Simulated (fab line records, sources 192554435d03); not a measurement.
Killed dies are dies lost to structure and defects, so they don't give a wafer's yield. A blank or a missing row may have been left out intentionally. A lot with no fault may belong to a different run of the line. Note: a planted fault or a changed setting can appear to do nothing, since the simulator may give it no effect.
fab line records	flow n5-finfet	part 2 of 2: steps 22 to 32 of 32
record: lots: 5	wafers: 15	last-day: 17
route steps=1938 shown BEOL_M12@1603
lots with no fault: from the same line, run without faults
start-h: hours from the record's opening day to when the first of the lot's shown wafers began	wait-h: how many hours have passed since the lot's step before this one	" unchanged from the row above	L1.1+2: a single row standing in for several wafers	- value missing, or start not given	* or withheld: withheld	< > ~ a bound
route shown NAME@n: NAME is a module with steps in the file, n the number in the route of the first one	usual: mean and standard deviation over wafers with no fault	same: alike in all rows	chamber/n: place in a boat	sites: readings site by site	_std_site: standard deviation across them	_edge_site: mean of outer sites minus mean of inner sites	radius-mm: for every site, how far away it sits from the centre of the wafer	mask NAME#n: copy n	behind: the most recent tool/chamber to have shaped the wafer	hold: why the lot went on hold/how many hours it stayed there/how the hold came to an end	device: the transistor (n, p or np) that didn't switch	end of line: tests of these same wafers at the route's end	a step given without rows: its recipe and nothing more	killed: at the first sort, the dies lost to defects and structure; wafer yield is something else	map: the dies of a wafer, with x for killed, . for not killed, _ for no die there
set.NAME: the setting as run; set.NAME@STEP: as run at that earlier step	model.NAME: the simulator's own value behind a step, which no gauge read
lots at selected steps of the route; one table per step, one row per wafer
services: from which hour (start-h, from the record's first day; less than 0 if before it) a tool's chamber was out of use, for how many hours, and why
== steps ==
step: N5_BEOL_M12_COAT_66
recipe: resist: SiARC	temp-c: 220	time-s: 60	spin-rpm: 1500	resist-thk-nm: 110
usual: dispense-pressure-kPa: 48.0/1.1	resist-line-temp-C: 23.01/0.12
lot.wafer	tool	chamber	start-h	wait-h	dispense-pressure-kPa	resist-line-temp-C
L078.2	litho-track-02	0	-	-	45.7	23.09
L078.3	"	0	"	"	45.7	22.86
L078.5	"	0	"	"	45.8	22.94
L088.3	litho-track-02	0	-	-	45.6	23.05
L088.5	"	0	"	"	45.6	23.21
L088.6	"	0	"	"	45.6	23.16
L091.4	litho-track-01	0	-	-	48.6	23.08
L091.5	"	0	"	"	48.6	23.08
L091.6	"	0	"	"	48.6	23.09
L090.2	litho-track-01	0	-	-	48.6	23.16
L090.4	"	0	"	"	48.6	22.88
L090.5	"	0	"	"	48.6	22.90
L095.1	litho-track-02	0	-	-	45.7	23.05
L095.3	"	0	"	"	45.7	23.23
L095.5	"	0	"	"	45.7	23.16
step: N5_BEOL_M12_COAT_22
recipe: spin-rpm: 2888	resist-thk-nm: 300
usual: dispense-pressure-kPa: 48.0/1.1	resist-line-temp-C: 23.00/0.12
lot.wafer	tool	chamber	start-h	wait-h	dispense-pressure-kPa	resist-line-temp-C
L078.2	litho-track-02	0	-	-	45.6	23.11
L078.3	"	0	"	"	45.7	22.99
L078.5	"	0	"	"	45.7	23.02
L088.3	litho-track-02	0	-	-	45.7	23.17
L088.5	"	0	"	"	45.6	22.98
L088.6	"	0	"	"	45.7	23.03
L091.4	litho-track-01	0	-	-	48.5	23.09
L091.5	"	0	"	"	48.5	23.14
L091.6	"	0	"	"	48.6	22.94
L090.2	litho-track-01	0	-	-	48.5	23.20
L090.4	"	0	"	"	48.6	23.22
L090.5	"	0	"	"	48.5	23.11
L095.1	litho-track-02	0	-	-	45.6	23.01
L095.3	"	0	"	"	45.7	22.86
L095.5	"	0	"	"	45.7	22.75
step: N5_BEOL_M12_EBR_24
recipe: solvent: PGMEA	ebr-width-mm: 1.5
usual: resist-line-temp-C: 22.98/0.1
lot.wafer	tool	chamber	start-h	wait-h	resist-line-temp-C
L078.2	litho-track-02	0	-	-	23.04
L078.3	"	0	"	"	23.03
L078.5	"	0	"	"	23.11
L088.3	litho-track-02	0	-	-	23.00
L088.5	"	0	"	"	23.04
L088.6	"	0	"	"	22.93
L091.4	litho-track-01	0	-	-	23.06
L091.5	"	0	"	"	22.93
L091.6	"	0	"	"	22.96
L090.2	litho-track-01	0	-	-	23.07
L090.4	"	0	"	"	23.00
L090.5	"	0	"	"	22.89
L095.1	litho-track-02	0	-	-	23.20
L095.3	"	0	"	"	23.07
L095.5	"	0	"	"	23.22
step: N5_BEOL_M12_SOFTBAKE_23
recipe: temp-c: 130	time-s: 60
usual: resist-line-temp-C: 23.00/0.11
lot.wafer	tool	chamber	start-h	wait-h	resist-line-temp-C
L078.2	litho-track-02	0	-	-	23.08
L078.3	"	0	"	"	23.08
L078.5	"	0	"	"	22.99
L088.3	litho-track-02	0	-	-	23.05
L088.5	"	0	"	"	23.16
L088.6	"	0	"	"	22.93
L091.4	litho-track-01	0	-	-	23.09
L091.5	"	0	"	"	22.98
L091.6	"	0	"	"	23.04
L090.2	litho-track-01	0	-	-	23.20
L090.4	"	0	"	"	22.97
L090.5	"	0	"	"	23.01
L095.1	litho-track-02	0	-	-	22.83
L095.3	"	0	"	"	22.86
L095.5	"	0	"	"	23.00
step: N5_BEOL_M12_EXPOSE_25
recipe: mask-id: M12	na: 0.93	source-shape: conventional	sigma-outer: 0.4	polarization: unpolarized	dose-mj: 21.8
lot.wafer	tool	chamber	start-h	wait-h	mask
L078.2+3+5	krf-scanner-02	0	248.59	-	M12#0
L088.3+5+6	krf-scanner-02	0	333.08	-	M12#0
L091.4+5+6	krf-scanner-02	0	359.93	-	M12#0
L090.2+4+5	krf-scanner-01	0	360.28	-	M12#0
L095.1+3+5	krf-scanner-02	0	368.64	-	M12#0
step: N5_BEOL_M12_PEB_26
recipe: peb-temp-c: 130	peb-time-s: 90
usual: resist-line-temp-C: 23.01/0.11
same: peb-time-s: 90
lot.wafer	tool	chamber	start-h	wait-h	resist-line-temp-C
L078.2	litho-track-02	0	248.64	0.0	23.07
L078.3	"	0	"	"	23.14
L078.5	"	0	"	"	23.08
L088.3	litho-track-01	0	333.13	0.0	23.05
L088.5	"	0	"	"	22.90
L088.6	"	0	"	"	22.83
L091.4	litho-track-01	0	359.98	0.0	23.13
L091.5	"	0	"	"	23.06
L091.6	"	0	"	"	22.98
L090.2	litho-track-03	0	360.34	0.0	23.09
L090.4	"	0	"	"	23.07
L090.5	"	0	"	"	23.21
L095.1	litho-track-02	0	368.70	0.1	23.17
L095.3	"	0	"	"	22.96
L095.5	"	0	"	"	23.02
step: N5_BEOL_M12_DEVELOP_27
recipe: develop-time-s: 45	rinse-liquid: diw	dry: air-spin	dev-temp-c: 21
usual: developer-temp-C: 20.99/0.11	resist-line-temp-C: 22.99/0.1
lot.wafer	tool	chamber	start-h	wait-h	developer-temp-C	resist-line-temp-C
L078.2	litho-track-02	0	-	-	21.01	22.99
L078.3	"	0	"	"	21.06	22.93
L078.5	"	0	"	"	21.07	23.00
L088.3	litho-track-01	0	-	-	21.09	23.03
L088.5	"	0	"	"	20.91	23.04
L088.6	"	0	"	"	20.89	23.00
L091.4	litho-track-01	0	-	-	20.87	22.89
L091.5	"	0	"	"	20.87	22.85
L091.6	"	0	"	"	20.91	22.97
L090.2	litho-track-03	0	-	-	20.85	23.06
L090.4	"	0	"	"	20.88	22.97
L090.5	"	0	"	"	20.90	23.08
L095.1	litho-track-02	0	-	-	20.70	22.99
L095.3	"	0	"	"	20.92	22.87
L095.5	"	0	"	"	21.03	23.01
step: N5_BEOL_M12_HARDBAKE_32
recipe: temp-c: 130	time-s: 120
usual: resist-line-temp-C: 23.02/0.1
lot.wafer	tool	chamber	start-h	wait-h	resist-line-temp-C
L078.2	litho-track-02	0	-	-	22.90
L078.3	"	0	"	"	23.13
L078.5	"	0	"	"	22.97
L088.3	litho-track-01	0	-	-	23.11
L088.5	"	0	"	"	23.21
L088.6	"	0	"	"	23.10
L091.4	litho-track-01	0	-	-	23.20
L091.5	"	0	"	"	23.23
L091.6	"	0	"	"	23.13
L090.2	litho-track-03	0	-	-	23.08
L090.4	"	0	"	"	22.96
L090.5	"	0	"	"	22.95
L095.1	litho-track-02	0	-	-	23.01
L095.3	"	0	"	"	23.23
L095.5	"	0	"	"	23.03
step: N5_BEOL_M12_CD_MEAS_28
recipe: target-cd-nm: 160.2	landing-energy-ev: 500	detector: se-inlens	polarity: opening
usual: cd-nm: 160.1/1.1
lot.wafer	tool	chamber	start-h	wait-h	cd-nm
L078.2	cd-sem-02	0	248.76	-	160.0
L078.3	"	0	"	"	162.7
L078.5	"	0	"	"	160.6
L088.3	cd-sem-01	0	333.25	-	159.5
L088.5	"	0	"	"	158.5
L088.6	"	0	"	"	160.3
L091.4	cd-sem-02	0	360.09	-	158.9
L091.5	"	0	"	"	158.3
L091.6	"	0	"	"	157.7
L090.2	cd-sem-02	0	360.45	-	159.1
L090.4	"	0	"	"	160.3
L090.5	"	0	"	"	160.6
L095.1	cd-sem-01	0	368.81	-	160.4
L095.3	"	0	"	"	160.9
L095.5	"	0	"	"	160.4
step: N5_BEOL_M12_OVL_MEAS_29
recipe: points-per-wafer: 44
usual: M12_OVL: -2/5
lot.wafer	tool	chamber	start-h	wait-h	M12_OVL[nm]
L078.2	overlay-01	0	248.79	0.0	0
L078.3	"	0	"	"	-10
L078.5	"	0	"	"	-18
L088.3	overlay-02	0	333.27	0.0	1
L088.5	"	0	"	"	4
L088.6	"	0	"	"	1
L091.4	overlay-02	0	360.12	0.0	7
L091.5	"	0	"	"	-3
L091.6	"	0	"	"	2
L090.2	overlay-01	0	360.48	0.0	0
L090.4	"	0	"	"	-1
L090.5	"	0	"	"	-1
L095.1	overlay-01	0	368.84	0.0	-4
L095.3	"	0	"	"	-5
L095.5	"	0	"	"	-2
step: N5_BEOL_M12_INSPECT_30
recipe: mode: adi	inspect-instrument: macro
usual: raw-defect-count: 2.2/1.5
lot.wafer	tool	chamber	start-h	wait-h	raw-defect-count
L078.2	defect-inspect-02	-	248.81	0.0	1
L078.3	"	-	"	"	1
L078.5	"	-	"	"	1
L088.3	defect-inspect-01	-	333.30	0.0	0
L088.5	"	-	"	"	5
L088.6	"	-	"	"	2
L091.4	defect-inspect-02	-	360.14	0.0	2
L091.5	"	-	"	"	7
L091.6	"	-	"	"	4
L090.2	defect-inspect-02	-	360.50	0.0	0
L090.4	"	-	"	"	1
L090.5	"	-	"	"	1
L095.1	defect-inspect-01	-	368.86	0.0	2
L095.3	"	-	"	"	4
L095.5	"	-	"	"	4
== services ==
tool	chamber	start-h	hours	kind
rie-diel-02	2	237.85	-	clean
rie-diel-02	2	237.85	-	consumable-replace:focus-ring
rie-diel-02	2	237.85	13.9	scheduled-down
rie-diel-02	2	237.85	13.9	vent-cycle
rie-diel-06	0	243.05	2.5	repair
plasma-asher-02	-	247.06	14.6	pm
krf-scanner-01	-	250.17	1.0	pm
krf-scanner-02	-	261.64	0.9	repair
rie-diel-02	0	263.26	1.9	repair
krf-scanner-02	-	267.29	0.2	repair
wet-bench-02	-	285.46	6.7	repair
krf-scanner-02	-	289.98	0.8	pm
krf-scanner-01	-	295.56	3.6	pm
rie-diel-06	1	298.54	10.2	repair
plasma-asher-02	-	313.98	4.0	repair
krf-scanner-02	-	322.85	4.0	pm
rie-diel-06	0	323.67	8.7	repair
krf-scanner-01	-	333.72	4.0	pm
krf-scanner-02	-	337.74	1.0	pm
rie-diel-02	3	339.30	-	clean
rie-diel-06	-	346.62	0.7	repair
krf-scanner-01	-	351.18	4.4	pm
krf-scanner-01	-	362.44	0.8	pm
krf-scanner-01	-	368.57	1.3	pm
